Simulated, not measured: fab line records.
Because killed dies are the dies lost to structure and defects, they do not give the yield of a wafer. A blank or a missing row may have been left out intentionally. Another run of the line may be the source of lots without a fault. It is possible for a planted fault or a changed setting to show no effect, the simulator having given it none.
Chamber matching	flow n5_finfet	rie_diel-03 running N5_BEOL_M10_STRIP_36: 4 sister chambers
The step strips in N2/H2. 7 wafers are shown with their chamber, then 8 later ones without.

## WAFERS PAIRED WITH THEIR CHAMBERS
wafer	chamber	drypump_motor_current_A (A)	showerhead_plenum_p_Torr (Torr)
L083.1	2	5.1	2.52
L083.2	3	5.4	2.68
L083.4	1	5.9	2.55
L088.2	1	5.9	2.54
L088.3	3	5.5	2.67
L088.5	0	5.6	2.68
L093.2	2	5.1	2.51

## WAFERS MISSING THEIR CHAMBER
wafer	drypump_motor_current_A (A)	showerhead_plenum_p_Torr (Torr)
L093.3	5.7	2.68
L093.6	5.1	2.51
L096.1	5.7	2.68
L096.4	5.9	2.53
L096.5	5.7	2.68
L097.1	5.6	2.68
L097.3	5.1	2.51
L097.6	5.1	2.51

## WHICH CHAMBER EACH ONE RAN IN
wafer	from the rows above	in truth
L093.3	0	0
L093.6	2	2
L096.1	0	0
L096.4	1	1
L096.5	0	0
L097.1	0	0
L097.3	2	2
L097.6	2	2
Correct placement for 8 of the 8. Number that these rows cannot place: 0. 0 placed wrongly.
How it was worked out, from the rows above alone: a wafer's distance from a chamber is the root of the sum, over the readings, of the square of ((its reading less the chamber's mean) divided by the reading's scatter). If the next closest chamber is less than 2 further off than the closest, the wafer can't be placed; otherwise it belongs to the closest. A chamber's mean is the mean of its shown wafers. The scatter is the square root of a quotient: the sum, over the shown wafers, of each reading's squared deviation from its chamber's mean, divided by wafers minus chambers.
